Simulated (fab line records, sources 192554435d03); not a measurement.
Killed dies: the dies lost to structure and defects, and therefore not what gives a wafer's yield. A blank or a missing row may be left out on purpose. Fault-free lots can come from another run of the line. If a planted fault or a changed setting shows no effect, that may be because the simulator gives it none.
Which of the tools did it? / flow n5_finfet / 10 lots with 26 wafers sampled at 5 steps, on a route of 1938 steps

== WHAT THE GAUGES READ, wafer by wafer ==
N5_SD_EPI_N_OVL_MEAS_10. Usual: for SD_N_BLK_OVL the level is -0.3 nm and the standard deviation is 0.87.
lot=L461; measured=day 3 19:59; on=overlay-01; SD_N_BLK_OVL (nm)=-0.8 0.4 -0.3; flag=
lot=L463; measured=day 4 09:08; on=overlay-01; SD_N_BLK_OVL (nm)=-0.8 0.0 -0.2; flag=
lot=L466; measured=day 5 02:25; on=overlay-01; SD_N_BLK_OVL (nm)=-0.8 0.4; flag=
lot=L467; measured=day 5 06:51; on=overlay-02; SD_N_BLK_OVL (nm)=-0.1 0.2 0.0; flag=
lot=L468; measured=day 5 15:18; on=overlay-02; SD_N_BLK_OVL (nm)=-2.3 -0.3 -1.2; flag=
lot=L469; measured=day 5 20:08; on=overlay-02; SD_N_BLK_OVL (nm)=-0.2 0.6; flag=
lot=L476; measured=day 7 11:25; on=overlay-02; SD_N_BLK_OVL (nm)=0.4 -1.3; flag=
lot=L478; measured=day 8 03:49; on=overlay-02; SD_N_BLK_OVL (nm)=-0.1 -2.2 -1.2; flag=
lot=L479; measured=day 8 07:26; on=overlay-01; SD_N_BLK_OVL (nm)=-1.9 -1.3; flag=
lot=L480; measured=day 8 13:55; on=overlay-01; SD_N_BLK_OVL (nm)=-1.3 -1.3 -1.1; flag=

N5_BEOL_M4_RC_MEAS_101. Usual: DIBL_N 35.8 mV/V, standard deviation 1.5; DIBL_P 35.9 mV/V, standard deviation 1.8; IOFF_N 0.152 nA/um, standard deviation 0.025; IOFF_P 0.21 nA/um, standard deviation 0.031; ION_N 672 uA/um, standard deviation 11; ION_P 462 uA/um, standard deviation 7.4; SS_N 71.5 mV/dec, standard deviation 0.52; SS_P 73.2 mV/dec, standard deviation 0.54; VT_N 250 mV, standard deviation 3; VT_P -250 mV, standard deviation 3.3.
lot=L461; measured=day 8 10:41; on=prober-01; DIBL_N (mV/V)=34.4 37.0 36.8; DIBL_P (mV/V)=31.2 34.5 34.3; IOFF_N (nA/um)=0.096 0.137 0.137; IOFF_P (nA/um)=0.13 0.18 0.18; ION_N (uA/um)=655 672 669; ION_P (uA/um)=449 458 458; SS_N (mV/dec)=70.5 71.1 71.2; SS_P (mV/dec)=72.3 73.2 73.1; VT_N (mV)=261 253 251; VT_P (mV)=-260 -254 -255; flag=
lot=L463; measured=day 9 10:22; on=prober-02; DIBL_N (mV/V)=36.1 36.7 36.1; DIBL_P (mV/V)=34.1 34.2 35.3; IOFF_N (nA/um)=0.143 0.153 0.155; IOFF_P (nA/um)=0.20 0.20 0.22; ION_N (uA/um)=678 659 664; ION_P (uA/um)=465 449 461; SS_N (mV/dec)=71.3 71.6 70.4; SS_P (mV/dec)=73.3 73.1 73.9; VT_N (mV)=251 249 248; VT_P (mV)=-249 -247 -247; flag=
lot=L466; measured=day 9 23:46; on=prober-02; DIBL_N (mV/V)=34.6 36.3; DIBL_P (mV/V)=34.5 36.1; IOFF_N (nA/um)=0.115 0.146; IOFF_P (nA/um)=0.15 0.18; ION_N (uA/um)=652 669; ION_P (uA/um)=449 463; SS_N (mV/dec)=71.6 71.1; SS_P (mV/dec)=72.3 72.7; VT_N (mV)=256 252; VT_P (mV)=-255 -253; flag=
lot=L467; measured=day 10 14:59; on=prober-01; DIBL_N (mV/V)=35.9 36.2 35.8; DIBL_P (mV/V)=35.9 36.9 36.0; IOFF_N (nA/um)=0.158 0.169 0.161; IOFF_P (nA/um)=0.21 0.23 0.21; ION_N (uA/um)=673 684 685; ION_P (uA/um)=464 469 466; SS_N (mV/dec)=71.3 71.0 70.9; SS_P (mV/dec)=72.6 73.7 73.8; VT_N (mV)=248 248 248; VT_P (mV)=-245 -248 -251; flag=
lot=L468; measured=day 10 23:31; on=prober-01; DIBL_N (mV/V)=37.8 37.7 37.9; DIBL_P (mV/V)=35.5 35.1 34.9; IOFF_N (nA/um)=0.148 0.151 0.149; IOFF_P (nA/um)=0.21 0.21 0.20; ION_N (uA/um)=669 666 662; ION_P (uA/um)=458 459 451; SS_N (mV/dec)=71.3 72.1 72.2; SS_P (mV/dec)=73.0 72.7 73.3; VT_N (mV)=250 253 255; VT_P (mV)=-247 -249 -250; flag=
lot=L469; measured=day 11 00:23; on=prober-02; DIBL_N (mV/V)=36.5 35.9; DIBL_P (mV/V)=35.2 34.6; IOFF_N (nA/um)=0.167 0.151; IOFF_P (nA/um)=0.21 0.20; ION_N (uA/um)=681 670; ION_P (uA/um)=466 462; SS_N (mV/dec)=72.1 70.9; SS_P (mV/dec)=72.9 73.4; VT_N (mV)=251 250; VT_P (mV)=-246 -248; flag=
lot=L476; measured=day 12 07:54; on=prober-02; DIBL_N (mV/V)=35.5 34.3; DIBL_P (mV/V)=37.1 37.2; IOFF_N (nA/um)=0.182 0.175; IOFF_P (nA/um)=0.24 0.24; ION_N (uA/um)=682 694; ION_P (uA/um)=460 471; SS_N (mV/dec)=71.9 71.1; SS_P (mV/dec)=73.3 72.5; VT_N (mV)=247 245; VT_P (mV)=-247 -250; flag=
lot=L478; measured=day 13 01:29; on=prober-01; DIBL_N (mV/V)=34.0 33.5 34.8; DIBL_P (mV/V)=34.4 34.2 36.0; IOFF_N (nA/um)=0.141 0.127 0.159; IOFF_P (nA/um)=0.21 0.20 0.24; ION_N (uA/um)=664 648 689; ION_P (uA/um)=463 457 473; SS_N (mV/dec)=72.0 70.8 71.4; SS_P (mV/dec)=73.1 72.4 73.4; VT_N (mV)=252 253 249; VT_P (mV)=-247 -247 -246; flag=
lot=L479; measured=day 13 12:31; on=prober-02; DIBL_N (mV/V)=33.7 33.9; DIBL_P (mV/V)=34.6 34.2; IOFF_N (nA/um)=0.135 0.133; IOFF_P (nA/um)=0.20 0.19; ION_N (uA/um)=662 664; ION_P (uA/um)=465 455; SS_N (mV/dec)=71.3 71.8; SS_P (mV/dec)=72.6 73.0; VT_N (mV)=251 253; VT_P (mV)=-249 -251; flag=
lot=L480; measured=day 13 15:20; on=prober-01; DIBL_N (mV/V)=36.0 35.9 35.4; DIBL_P (mV/V)=35.4 35.9 35.1; IOFF_N (nA/um)=0.146 0.154 0.144; IOFF_P (nA/um)=0.22 0.23 0.21; ION_N (uA/um)=676 678 693; ION_P (uA/um)=467 466 468; SS_N (mV/dec)=71.5 71.8 71.3; SS_P (mV/dec)=73.1 73.0 72.4; VT_N (mV)=251 246 251; VT_P (mV)=-249 -248 -248; flag=

== EACH LOT AND THE TOOL THAT RAN IT (in order: tool; ch and the chambers of the sampled wafers; start) ==
lot=L461; N5_SPACER0_ALD_08=ald_sin-04 ch 0,2,3, day 3 19:24; N5_SD_EPI_N_DESCUM_14=rie_diel-04 ch 2,3, day 3 20:02; N5_SD_EPI_P_ETCH_36=rie_diel-06 ch 0,1,3, day 4 00:32
lot=L463; N5_SPACER0_ALD_08=ald_sin-03 ch 0,1,2, day 4 08:33; N5_SD_EPI_N_DESCUM_14=rie_diel-03 ch 1,2,3, day 4 09:13; N5_SD_EPI_P_ETCH_36=rie_diel-05 ch 1,2,3, day 4 13:41
lot=L466; N5_SPACER0_ALD_08=ald_sin-04 ch 1,3, day 5 01:50; N5_SD_EPI_N_DESCUM_14=rie_diel-04 ch 2,3, day 5 02:29; N5_SD_EPI_P_ETCH_36=rie_diel-01 ch 0,3, day 5 06:52
lot=L467; N5_SPACER0_ALD_08=ald_sin-04 ch 0,1,3, day 5 06:15; N5_SD_EPI_N_DESCUM_14=rie_diel-02 ch 0,1,3, day 5 07:14; N5_SD_EPI_P_ETCH_36=rie_diel-05 ch 0,1,2, day 5 11:40
lot=L468; N5_SPACER0_ALD_08=ald_sin-04 ch 0,1,3, day 5 14:43; N5_SD_EPI_N_DESCUM_14=rie_diel-04 ch 0,2, day 5 15:22; N5_SD_EPI_P_ETCH_36=rie_diel-05 ch 1,3, day 5 20:39
lot=L469; N5_SPACER0_ALD_08=ald_sin-01 ch 0,2, day 5 19:32; N5_SD_EPI_N_DESCUM_14=rie_diel-03 ch 1,3, day 5 20:12; N5_SD_EPI_P_ETCH_36=rie_diel-05 ch 3, day 6 00:37
lot=L476; N5_SPACER0_ALD_08=ald_sin-04 ch 2,3, day 7 11:01; N5_SD_EPI_N_DESCUM_14=rie_diel-02 ch 1,3, day 7 11:28; N5_SD_EPI_P_ETCH_36=rie_diel-05 ch 0,1, day 7 15:56
lot=L478; N5_SPACER0_ALD_08=ald_sin-03 ch 0,1,3, day 8 03:14; N5_SD_EPI_N_DESCUM_14=rie_diel-04 ch 1,2, day 8 03:53; N5_SD_EPI_P_ETCH_36=rie_diel-05 ch 0,2, day 8 08:39
lot=L479; N5_SPACER0_ALD_08=ald_sin-01 ch 0,3, day 8 06:51; N5_SD_EPI_N_DESCUM_14=rie_diel-04 ch 1,2, day 8 07:29; N5_SD_EPI_P_ETCH_36=rie_diel-05 ch 2,3, day 8 11:58
lot=L480; N5_SPACER0_ALD_08=ald_sin-01 ch 1,2,3, day 8 13:20; N5_SD_EPI_N_DESCUM_14=rie_diel-03 ch 1,2, day 8 13:58; N5_SD_EPI_P_ETCH_36=rie_diel-01 ch 2,3, day 8 20:19
- N5_SPACER0_ALD_08: deposits SiNx, target thk 2 nm.
- N5_SD_EPI_N_DESCUM_14: chemistry O2, time 7.9 s.
- N5_SD_EPI_P_ETCH_36: etches SiARC in CF4, target depth 45.5 nm, time 75.8 s.

== WHAT THE TOOLS THEMSELVES READ (means of the sampled wafers that have a number; where no wafer has one, the mark that the record gives instead) ==
N5_SPACER0_ALD_08. Usual: heater_power_w 879 W, standard deviation 100.
lot=L461; tool=ald_sin-04; heater_power_w (W)=863; flag=
lot=L463; tool=ald_sin-03; heater_power_w (W)=814; flag=
lot=L466; tool=ald_sin-04; heater_power_w (W)=793; flag=
lot=L467; tool=ald_sin-04; heater_power_w (W)=822; flag=
lot=L468; tool=ald_sin-04; heater_power_w (W)=818; flag=
lot=L469; tool=ald_sin-01; heater_power_w (W)=956; flag=
lot=L476; tool=ald_sin-04; heater_power_w (W)=858; flag=
lot=L478; tool=ald_sin-03; heater_power_w (W)=949; flag=
lot=L479; tool=ald_sin-01; heater_power_w (W)=829; flag=
lot=L480; tool=ald_sin-01; heater_power_w (W)=913; flag=

N5_SD_EPI_N_DESCUM_14. Usual: chamber_pressure_mTorr 20.002 mTorr, standard deviation 0.016; drypump_motor_current_A 5.5 A, standard deviation 0.5; oes_product_au 0.76 a.u., standard deviation 0.087; rf_vpp_V 243.1 V, standard deviation 1.3; showerhead_plenum_p_Torr 2.08 Torr, standard deviation 0.062; throttle_valve_pct 20.50 %, standard deviation 0.21.
lot=L461; tool=rie_diel-04; chamber_pressure_mTorr (mTorr)=20.010; drypump_motor_current_A (A)=5.8; oes_product_au (a.u.)=0.72; rf_vpp_V (V)=243.3; showerhead_plenum_p_Torr (Torr)=2.07; throttle_valve_pct (%)=20.51; flag=
lot=L463; tool=rie_diel-03; chamber_pressure_mTorr (mTorr)=19.985; drypump_motor_current_A (A)=5.4; oes_product_au (a.u.)=0.80; rf_vpp_V (V)=243.8; showerhead_plenum_p_Torr (Torr)=2.11; throttle_valve_pct (%)=20.30; flag=
lot=L466; tool=rie_diel-04; chamber_pressure_mTorr (mTorr)=20.001; drypump_motor_current_A (A)=5.7; oes_product_au (a.u.)=0.71; rf_vpp_V (V)=242.6; showerhead_plenum_p_Torr (Torr)=2.07; throttle_valve_pct (%)=20.54; flag=
lot=L467; tool=rie_diel-02; chamber_pressure_mTorr (mTorr)=19.999; drypump_motor_current_A (A)=5.6; oes_product_au (a.u.)=0.82; rf_vpp_V (V)=242.4; showerhead_plenum_p_Torr (Torr)=2.09; throttle_valve_pct (%)=20.38; flag=
lot=L468; tool=rie_diel-04; chamber_pressure_mTorr (mTorr)=20.004; drypump_motor_current_A (A)=5.1; oes_product_au (a.u.)=0.70; rf_vpp_V (V)=243.2; showerhead_plenum_p_Torr (Torr)=2.06; throttle_valve_pct (%)=20.56; flag=
lot=L469; tool=rie_diel-03; chamber_pressure_mTorr (mTorr)=20.001; drypump_motor_current_A (A)=5.2; oes_product_au (a.u.)=0.80; rf_vpp_V (V)=244.2; showerhead_plenum_p_Torr (Torr)=2.12; throttle_valve_pct (%)=20.24; flag=
lot=L476; tool=rie_diel-02; chamber_pressure_mTorr (mTorr)=19.993; drypump_motor_current_A (A)=5.8; oes_product_au (a.u.)=0.81; rf_vpp_V (V)=243.7; showerhead_plenum_p_Torr (Torr)=2.15; throttle_valve_pct (%)=20.21; flag=
lot=L478; tool=rie_diel-04; chamber_pressure_mTorr (mTorr)=19.993; drypump_motor_current_A (A)=5.4; oes_product_au (a.u.)=0.89; rf_vpp_V (V)=244.2; showerhead_plenum_p_Torr (Torr)=2.10; throttle_valve_pct (%)=20.48; flag=
lot=L479; tool=rie_diel-04; chamber_pressure_mTorr (mTorr)=19.992; drypump_motor_current_A (A)=5.5; oes_product_au (a.u.)=0.85; rf_vpp_V (V)=243.4; showerhead_plenum_p_Torr (Torr)=2.12; throttle_valve_pct (%)=20.56; flag=
lot=L480; tool=rie_diel-03; chamber_pressure_mTorr (mTorr)=19.993; drypump_motor_current_A (A)=5.7; oes_product_au (a.u.)=0.73; rf_vpp_V (V)=243.5; showerhead_plenum_p_Torr (Torr)=2.07; throttle_valve_pct (%)=20.44; flag=

N5_SD_EPI_P_ETCH_36. Usual: value, then standard deviation, for each; chamber_pressure_mTorr 40.00 mTorr / 0.039; drypump_motor_current_A 5.60 A / 0.28; etch_rf_on_time_s 75.3 s / 1.3; oes_product_au 0.67 a.u. / 0.063; rf_vpp_V 184.5 V / 1; showerhead_plenum_p_Torr 2.17 Torr / 0.045; throttle_valve_pct 15.58 % / 0.21.
lot=L461; tool=rie_diel-06; chamber_pressure_mTorr (mTorr)=39.99; drypump_motor_current_A (A)=5.48; etch_rf_on_time_s (s)=76.5; oes_product_au (a.u.)=0.66; rf_vpp_V (V)=184.5; showerhead_plenum_p_Torr (Torr)=2.18; throttle_valve_pct (%)=15.62; flag=
lot=L463; tool=rie_diel-05; chamber_pressure_mTorr (mTorr)=39.99; drypump_motor_current_A (A)=5.44; etch_rf_on_time_s (s)=76.2; oes_product_au (a.u.)=0.70; rf_vpp_V (V)=185.0; showerhead_plenum_p_Torr (Torr)=2.16; throttle_valve_pct (%)=15.53; flag=
lot=L466; tool=rie_diel-01; chamber_pressure_mTorr (mTorr)=39.94; drypump_motor_current_A (A)=5.93; etch_rf_on_time_s (s)=76.2; oes_product_au (a.u.)=0.61; rf_vpp_V (V)=184.1; showerhead_plenum_p_Torr (Torr)=2.21; throttle_valve_pct (%)=15.68; flag=
lot=L467; tool=rie_diel-05; chamber_pressure_mTorr (mTorr)=39.99; drypump_motor_current_A (A)=5.63; etch_rf_on_time_s (s)=74.6; oes_product_au (a.u.)=0.71; rf_vpp_V (V)=185.6; showerhead_plenum_p_Torr (Torr)=2.19; throttle_valve_pct (%)=15.44; flag=
lot=L468; tool=rie_diel-05; chamber_pressure_mTorr (mTorr)=40.02; drypump_motor_current_A (A)=5.47; etch_rf_on_time_s (s)=76.1; oes_product_au (a.u.)=0.65; rf_vpp_V (V)=184.5; showerhead_plenum_p_Torr (Torr)=2.13; throttle_valve_pct (%)=15.66; flag=
lot=L469; tool=rie_diel-05; chamber_pressure_mTorr (mTorr)=40.04; drypump_motor_current_A (A)=5.54; etch_rf_on_time_s (s)=76.5; oes_product_au (a.u.)=0.61; rf_vpp_V (V)=183.7; showerhead_plenum_p_Torr (Torr)=2.12; throttle_valve_pct (%)=15.86; flag=
lot=L476; tool=rie_diel-05; chamber_pressure_mTorr (mTorr)=39.98; drypump_motor_current_A (A)=5.65; etch_rf_on_time_s (s)=90.9; oes_product_au (a.u.)=0.63; rf_vpp_V (V)=185.6; showerhead_plenum_p_Torr (Torr)=2.20; throttle_valve_pct (%)=15.43; flag=OFF
lot=L478; tool=rie_diel-05; chamber_pressure_mTorr (mTorr)=39.97; drypump_motor_current_A (A)=5.72; etch_rf_on_time_s (s)=84.6; oes_product_au (a.u.)=0.67; rf_vpp_V (V)=184.4; showerhead_plenum_p_Torr (Torr)=2.20; throttle_valve_pct (%)=15.54; flag=OFF
lot=L479; tool=rie_diel-05; chamber_pressure_mTorr (mTorr)=39.98; drypump_motor_current_A (A)=5.55; etch_rf_on_time_s (s)=92.3; oes_product_au (a.u.)=0.61; rf_vpp_V (V)=184.4; showerhead_plenum_p_Torr (Torr)=2.15; throttle_valve_pct (%)=15.71; flag=OFF
lot=L480; tool=rie_diel-01; chamber_pressure_mTorr (mTorr)=39.99; drypump_motor_current_A (A)=5.43; etch_rf_on_time_s (s)=76.1; oes_product_au (a.u.)=0.60; rf_vpp_V (V)=184.5; showerhead_plenum_p_Torr (Torr)=2.15; throttle_valve_pct (%)=15.58; flag=

== THE ANSWER, worked out from the rows above alone ==
Rule: a lot counts as off when the mean over its wafers that have a number is more than 3 standard deviations away from the usual mean. A lot without any number at a reading at which 4 lots or more have one is off too. All remaining lots with rows at the step are treated as sound. First the gauges in route order, then the tools' own readings, where a lot's mean is used as printed above. The first step at which some lot is off is used, and at that step the reading that is off furthest; a lot without a number counts as furthest.
Off: L476, L478, L479, at N5_SD_EPI_P_ETCH_36 (etch_rf_on_time_s).
A tool fits if, at that step or a process step before it, it ran every lot that is off, and no sound lot after the first of them. One fits: rie_diel-05 at N5_SD_EPI_P_ETCH_36. Its last sound lot is L469 (day 6 00:37), its first lot that is off L476 (day 7 15:56): a fault that began between those two fits.
On the lots that are off, the tool's own readings at N5_SD_EPI_P_ETCH_36 differ by more than 5 times the standard deviation of the sound lots' means, which bears it out; etch_rf_on_time_s reads 89.3 s there versus 76.0 s on the sound lots.

== WHAT WAS PUT IN BY THE SIMULATOR ==
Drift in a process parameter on rie_diel-05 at N5_SD_EPI_P_ETCH_36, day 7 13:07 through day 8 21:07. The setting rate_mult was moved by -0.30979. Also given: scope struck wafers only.
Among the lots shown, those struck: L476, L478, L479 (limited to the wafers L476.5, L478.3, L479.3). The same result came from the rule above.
